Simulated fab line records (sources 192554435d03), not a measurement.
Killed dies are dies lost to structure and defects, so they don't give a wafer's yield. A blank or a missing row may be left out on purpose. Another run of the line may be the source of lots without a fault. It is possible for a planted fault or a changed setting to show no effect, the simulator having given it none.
The tool behind it: which one?	flow n5_finfet	24 lots, 72 wafers sampled, at 5 steps of a route of 1938

## WHAT THE GAUGES SHOWED, per wafer
N5_BEOL_M9_CD_MEAS_35: target cd 70 nm, target cd y 40 nm. Usual: cd_nm reads 70.4 nm (standard deviation 0.92).
lot	measured	on	cd_nm (nm)	flag
L074	day 9 15:28	cd_sem-03	68.9 70.4 69.6	
L075	day 9 19:20	cd_sem-03	70.0 69.0 70.3	
L077	day 10 09:31	cd_sem-02	70.4 70.5 71.4	
L076	day 10 11:48	cd_sem-01	69.6 68.2 70.0	
L079	day 10 15:35	cd_sem-01	71.8 72.1 71.5	
L078	day 10 22:59	cd_sem-02	70.3 71.4 70.9	
L080	day 11 09:29	cd_sem-03	70.9 69.9 71.7	
L083	day 11 14:15	cd_sem-01	68.9 69.2 69.1	
L081	day 11 15:05	cd_sem-02	70.5 72.2 71.3	
L082	day 11 23:53	cd_sem-02	69.4 69.3 70.3	
L084	day 12 10:59	cd_sem-01	70.2 70.6 69.7	
L085	day 12 19:47	cd_sem-02	69.4 70.8 70.4	
L086	day 13 06:50	cd_sem-01	70.0 70.7 71.7	
L089	day 13 12:14	cd_sem-02	71.3 71.3 70.8	
L087	day 13 18:03	cd_sem-02	70.7 70.0 71.5	
L088	day 13 18:13	cd_sem-01	70.4 70.7 71.5	
L090	day 14 08:32	cd_sem-02	71.3 71.8 71.5	
L091	day 14 14:34	cd_sem-01	70.3 70.8 70.3	
L093	day 14 23:23	cd_sem-01	73.0 71.0 72.0	
L094	day 15 00:01	cd_sem-02	68.9 69.4 69.4	
L095	day 15 09:10	cd_sem-03	70.8 70.1 69.1	
L092	day 15 18:38	cd_sem-03	70.9 69.2 70.1	
L096	day 15 22:51	cd_sem-01	70.3 70.9 70.1	
L097	day 16 13:57	cd_sem-03	69.3 70.2 69.4	

## WHICH TOOL RAN EACH LOT (tool, then ch and the chambers of the sampled wafers, then the start)
lot	N5_BEOL_M9_HM_DEP_02	N5_BEOL_M9_ETCH_62	N5_BEOL_M9_DESCUM_33	N5_BEOL_M9_TRENCH_ETCH_37
L074	pvd_sputter-03, day 9 11:23	rie_diel-03 ch 0,1,3, day 9 12:32	rie_diel-06 ch 0,1,2, day 9 14:52	rie_diel-06 ch 0,1,2, day 9 15:28 or earlier
L075	pvd_sputter-02, day 9 16:54	rie_diel-06 ch 0,1,3, day 9 17:34	rie_diel-03 ch 1,2, day 9 18:43	rie_diel-03 ch 1,2, day 9 19:20 or earlier
L077	pvd_sputter-01, day 10 03:59	rie_diel-04 ch 2,3, day 10 04:52	rie_diel-03 ch 0,1,2, day 10 08:55	rie_diel-03 ch 0,1,2, day 10 09:31 or earlier
L076	pvd_sputter-01, day 10 08:55	rie_diel-03 ch 0,1, day 10 10:05	rie_diel-04 ch 0,1,3, day 10 11:11	rie_diel-04 ch 0,1,3, day 10 11:48 or earlier
L079	pvd_sputter-03, day 10 13:24	rie_diel-04 ch 1,2,3, day 10 14:04	rie_diel-06 ch 0,1,2, day 10 14:52	rie_diel-06 ch 0,1,2, day 10 15:35 or earlier
L078	pvd_sputter-01, day 10 20:36	rie_diel-03 ch 0,1, day 10 21:19	rie_diel-06 ch 1,3, day 10 22:17	rie_diel-06 ch 1,3, day 10 22:59 or earlier
L080	pvd_sputter-01, day 11 07:05	rie_diel-03 ch 1,2,3, day 11 07:38	rie_diel-06 ch 1,2,3, day 11 08:46	rie_diel-06 ch 1,2,3, day 11 09:29 or earlier
L083	pvd_sputter-01, day 11 09:38	rie_diel-04 ch 0,1,2, day 11 10:13	rie_diel-03 ch 0,2,3, day 11 13:38	rie_diel-03 ch 0,2,3, day 11 14:15 or earlier
L081	pvd_sputter-01, day 11 12:55	rie_diel-03 ch 0,2, day 11 13:28	rie_diel-03 ch 0,1,3, day 11 14:29	rie_diel-03 ch 0,1,3, day 11 15:05 or earlier
L082	pvd_sputter-03, day 11 19:26	rie_diel-04 ch 2,3, day 11 20:07	rie_diel-06 ch 2,3, day 11 23:10	rie_diel-06 ch 2,3, day 11 23:53 or earlier
L084	pvd_sputter-01, day 12 07:13	rie_diel-06 ch 0,1, day 12 07:53	rie_diel-04 ch 1,2,3, day 12 10:23	rie_diel-04 ch 1,2,3, day 12 10:59 or earlier
L085	pvd_sputter-03, day 12 17:16	rie_diel-04 ch 0,1,2, day 12 18:05	rie_diel-04 ch 0,2,3, day 12 19:10	rie_diel-04 ch 0,2,3, day 12 19:47 or earlier
L086	pvd_sputter-03, day 13 03:39	rie_diel-03 ch 2,3, day 13 04:11	rie_diel-06 ch 2,3, day 13 06:13	rie_diel-06 ch 2,3, day 13 06:50 or earlier
L089	pvd_sputter-03, day 13 07:35	rie_diel-04 ch 1,3, day 13 08:08	rie_diel-04 ch 0,2,3, day 13 11:37	rie_diel-04 ch 0,2,3, day 13 12:14 or earlier
L087	pvd_sputter-01, day 13 11:53	rie_diel-03 ch 0,1,3, day 13 12:34	rie_diel-03 ch 1,2,3, day 13 17:26	rie_diel-03 ch 1,2,3, day 13 18:03 or earlier
L088	pvd_sputter-03, day 13 15:42	rie_diel-03 ch 0,1, day 13 16:22	rie_diel-04 ch 1,2, day 13 17:36	rie_diel-04 ch 1,2, day 13 18:13 or earlier
L090	pvd_sputter-01, day 14 05:35	rie_diel-04 ch 0,2,3, day 14 06:08	rie_diel-04 ch 1,2,3, day 14 07:56	rie_diel-04 ch 1,2,3, day 14 08:32 or earlier
L091	pvd_sputter-02, day 14 10:13	rie_diel-04 ch 0,1,3, day 14 10:46	rie_diel-04 ch 1,2,3, day 14 13:58	rie_diel-04 ch 1,2,3, day 14 14:34 or earlier
L093	pvd_sputter-02, day 14 20:00	rie_diel-06 ch 2,3, day 14 20:33	rie_diel-03 ch 0,2,3, day 14 22:46	rie_diel-03 ch 0,2,3, day 14 23:23 or earlier
L094	pvd_sputter-01, day 14 20:57	rie_diel-06 ch 1,3, day 14 21:48	rie_diel-03 ch 1,2,3, day 14 23:25	rie_diel-03 ch 1,2,3, day 15 00:01 or earlier
L095	pvd_sputter-02, day 15 05:59	rie_diel-06 ch 0,1, day 15 06:39	rie_diel-03 ch 0,1,3, day 15 08:34	rie_diel-03 ch 0,1,3, day 15 09:10 or earlier
L092	pvd_sputter-01, day 15 15:14	rie_diel-03 ch 0,2,3, day 15 15:55	rie_diel-06 ch 0,1,3, day 15 18:02	rie_diel-06 ch 0,1,3, day 15 18:38 or earlier
L096	pvd_sputter-02, day 15 19:01	rie_diel-03 ch 0,3, day 15 19:55	rie_diel-06 ch 1,2, day 15 22:14	rie_diel-06 ch 1,2, day 15 22:51 or earlier
L097	pvd_sputter-03, day 16 11:40	rie_diel-04 ch 0,2,3, day 16 12:23	rie_diel-03 ch 2,3, day 16 13:20	rie_diel-03 ch 2,3, day 16 13:57 or earlier
- N5_BEOL_M9_HM_DEP_02: deposits TiN, target thk 20 nm.
- N5_BEOL_M9_ETCH_62: etches SOC in N2/H2, target depth 110 nm, overetch 22 nm, time 165 s.
- N5_BEOL_M9_DESCUM_33: chemistry O2, time 7 s.
- N5_BEOL_M9_TRENCH_ETCH_37: etches SiCOH lowk in C4F6/O2, target depth 151.43 nm, time 49 s.

## WHAT THE TOOLS THEMSELVES READ (means of the sampled wafers that have a number; where no wafer has one, the mark that the record gives instead)
N5_BEOL_M9_HM_DEP_02. Usual: chamber_pressure_pa 0.5001 Pa, standard deviation 0.0011; throttle_valve_pct 29.8 %, standard deviation 0.81.
lot	tool	chamber_pressure_pa (Pa)	throttle_valve_pct (%)	flag
L074	pvd_sputter-03	0.5011	29.9	
L075	pvd_sputter-02	0.5003	29.8	
L077	pvd_sputter-01	0.5004	29.9	
L076	pvd_sputter-01	0.4996	29.9	
L079	pvd_sputter-03	0.4994	29.6	
L078	pvd_sputter-01	0.4999	30.2	
L080	pvd_sputter-01	0.5000	29.6	
L083	pvd_sputter-01	0.5002	30.2	
L081	pvd_sputter-01	0.4992	30.0	
L082	pvd_sputter-03	0.4997	29.8	
L084	pvd_sputter-01	0.5000	29.8	
L085	pvd_sputter-03	0.5005	29.7	
L086	pvd_sputter-03	0.4990	30.0	
L089	pvd_sputter-03	0.4994	29.9	
L087	pvd_sputter-01	0.5003	30.3	
L088	pvd_sputter-03	0.5009	30.1	
L090	pvd_sputter-01	0.5007	29.7	
L091	pvd_sputter-02	0.5007	28.2	
L093	pvd_sputter-02	0.4999	29.2	
L094	pvd_sputter-01	0.4991	30.0	
L095	pvd_sputter-02	0.4992	29.9	
L092	pvd_sputter-01	0.4996	29.9	
L096	pvd_sputter-02	0.4993	29.8	
L097	pvd_sputter-03	0.5008	30.4	

N5_BEOL_M9_ETCH_62. Usual: drypump_motor_current_A 5.9 A, standard deviation 0.33; n2_flow_sccm 200.0 sccm, standard deviation 0.61; oes_product_au 0.69 a.u., standard deviation 0.071; rf_vpp_V 523 V, standard deviation 3.4; showerhead_plenum_p_Torr 2.51 Torr, standard deviation 0.12; throttle_valve_pct 17.67 %, standard deviation 0.3.
lot	tool	drypump_motor_current_A (A)	n2_flow_sccm (sccm)	oes_product_au (a.u.)	rf_vpp_V (V)	showerhead_plenum_p_Torr (Torr)	throttle_valve_pct (%)	flag
L074	rie_diel-03	5.6	200.2	0.64	522	2.46	17.95	
L075	rie_diel-06	5.9	199.6	0.66	521	2.44	17.84	
L077	rie_diel-04	5.9	200.4	0.76	524	2.51	17.58	
L076	rie_diel-03	5.7	199.8	0.65	522	2.47	18.07	
L079	rie_diel-04	6.0	200.4	0.69	524	2.51	17.55	
L078	rie_diel-03	5.7	200.0	0.64	522	2.47	18.09	
L080	rie_diel-03	5.9	199.8	0.74	523	2.53	17.52	
L083	rie_diel-04	5.9	199.5	0.67	525	2.54	17.60	
L081	rie_diel-03	6.0	199.6	0.73	525	2.54	17.75	
L082	rie_diel-04	5.9	200.1	0.73	524	2.51	17.60	
L084	rie_diel-06	5.7	199.7	0.78	526	2.63	17.62	
L085	rie_diel-04	5.9	199.8	0.66	526	2.53	17.62	
L086	rie_diel-03	6.2	199.3	0.76	524	2.55	17.21	
L089	rie_diel-04	5.9	200.2	0.63	521	2.42	17.55	
L087	rie_diel-03	5.6	200.5	0.69	524	2.56	17.85	
L088	rie_diel-03	5.8	199.7	0.66	523	2.51	18.10	
L090	rie_diel-04	5.7	200.0	0.67	521	2.44	17.61	
L091	rie_diel-04	5.8	200.2	0.62	522	2.44	17.59	
L093	rie_diel-06	5.9	200.6	0.66	522	2.47	17.72	
L094	rie_diel-06	6.1	199.8	0.65	521	2.43	17.84	
L095	rie_diel-06	5.9	199.4	0.72	525	2.54	17.82	
L092	rie_diel-03	6.0	199.3	0.72	526	2.57	17.55	
L096	rie_diel-03	5.6	200.1	0.72	527	2.65	17.60	
L097	rie_diel-04	5.7	200.0	0.65	520	2.43	17.63	

N5_BEOL_M9_DESCUM_33. Usual: drypump_motor_current_A 5.9 A, standard deviation 0.33; oes_product_au 0.81 a.u., standard deviation 0.089; rf_vpp_V 242.7 V, standard deviation 1.6; showerhead_plenum_p_Torr 2.07 Torr, standard deviation 0.085; throttle_valve_pct 20.35 %, standard deviation 0.28.
lot	tool	drypump_motor_current_A (A)	oes_product_au (a.u.)	rf_vpp_V (V)	showerhead_plenum_p_Torr (Torr)	throttle_valve_pct (%)	flag
L074	rie_diel-06	5.8	0.75	243.7	2.05	20.44	
L075	rie_diel-03	5.9	0.81	242.4	2.02	20.56	
L077	rie_diel-03	6.0	0.84	242.3	2.06	20.49	
L076	rie_diel-04	5.7	0.76	242.3	2.03	20.21	
L079	rie_diel-06	5.8	0.84	242.4	2.04	20.35	
L078	rie_diel-06	6.1	0.79	241.3	2.03	20.58	
L080	rie_diel-06	6.0	0.85	242.6	2.06	20.37	
L083	rie_diel-03	6.0	0.91	243.6	2.14	20.19	
L081	rie_diel-03	5.6	0.84	242.9	2.11	20.43	
L082	rie_diel-06	5.9	0.86	242.9	2.08	20.19	
L084	rie_diel-04	6.0	0.80	241.9	2.08	20.33	
L085	rie_diel-04	5.7	0.80	241.6	2.01	20.21	
L086	rie_diel-06	5.9	0.83	243.1	2.08	20.21	
L089	rie_diel-04	5.7	0.80	241.7	2.00	20.21	
L087	rie_diel-03	5.9	0.84	242.4	2.09	20.28	
L088	rie_diel-04	6.1	0.77	244.0	2.15	20.38	
L090	rie_diel-04	5.9	0.78	242.4	2.07	20.34	
L091	rie_diel-04	5.9	0.78	243.0	2.07	20.35	
L093	rie_diel-03	6.0	0.86	243.9	2.13	20.23	
L094	rie_diel-03	5.9	0.82	243.1	2.09	20.30	
L095	rie_diel-03	5.7	0.79	242.7	2.10	20.47	
L092	rie_diel-06	5.9	0.82	242.4	2.09	20.45	
L096	rie_diel-06	6.0	0.85	243.2	2.08	20.20	
L097	rie_diel-03	5.9	0.87	244.1	2.16	19.98	

N5_BEOL_M9_TRENCH_ETCH_37. Usual: drypump_motor_current_A 5.9 A, standard deviation 0.33; oes_product_au 0.81 a.u., standard deviation 0.088; rf_vpp_V 659 V, standard deviation 19; showerhead_plenum_p_Torr 2.83 Torr, standard deviation 0.12; throttle_valve_pct 20.91 %, standard deviation 0.26.
lot	tool	drypump_motor_current_A (A)	oes_product_au (a.u.)	rf_vpp_V (V)	showerhead_plenum_p_Torr (Torr)	throttle_valve_pct (%)	flag
L074	rie_diel-06	5.9	0.75	666	2.81	21.05	
L075	rie_diel-03	5.9	0.81	650	2.74	20.96	
L077	rie_diel-03	6.0	0.84	649	2.80	20.89	
L076	rie_diel-04	5.7	0.74	660	2.77	20.74	
L079	rie_diel-06	5.9	0.83	665	2.80	20.94	
L078	rie_diel-06	6.0	0.79	641	2.78	21.18	
L080	rie_diel-06	6.0	0.84	659	2.82	20.97	
L083	rie_diel-03	5.9	0.91	652	2.91	20.69	
L081	rie_diel-03	5.6	0.84	653	2.88	20.93	
L082	rie_diel-06	5.9	0.85	668	2.86	20.82	
L084	rie_diel-04	5.9	0.79	675	2.84	20.90	
L085	rie_diel-04	5.7	0.79	673	2.76	20.84	
L086	rie_diel-06	5.9	0.83	669	2.85	20.82	
L089	rie_diel-04	5.7	0.79	672	2.76	20.86	
L087	rie_diel-03	5.9	0.84	653	2.85	20.79	
L088	rie_diel-04	6.1	0.77	679	2.94	20.94	
L090	rie_diel-04	5.9	0.78	675	2.84	20.91	
L091	rie_diel-04	5.9	0.77	674	2.84	20.91	
L093	rie_diel-03	6.0	0.86	651	2.89	20.71	
L094	rie_diel-03	5.9	0.82	652	2.84	20.79	
L095	rie_diel-03	5.6	0.79	653	2.86	20.97	
L092	rie_diel-06	5.9	0.83	651	2.86	21.08	
L096	rie_diel-06	6.0	0.85	676	2.85	20.82	
L097	rie_diel-03	5.8	0.86	655	2.95	20.58	

## THE ANSWER, worked out from the rows above alone
Rule: lot off if the mean of its wafers having a number is beyond 3 standard deviations from the usual mean. Also off: a lot with no number at a reading for which 4 or more lots have one. All remaining lots with rows at the step are treated as sound. The gauges are gone through in route order, then the tools' own readings, and for those a lot's mean is taken as printed above. At the first step where some lot is off, the reading lying furthest off is the one used; lots without a number count as furthest.
None of the lots is off at any reading shown; this tells nothing.

## WHAT WAS PUT IN BY THE SIMULATOR
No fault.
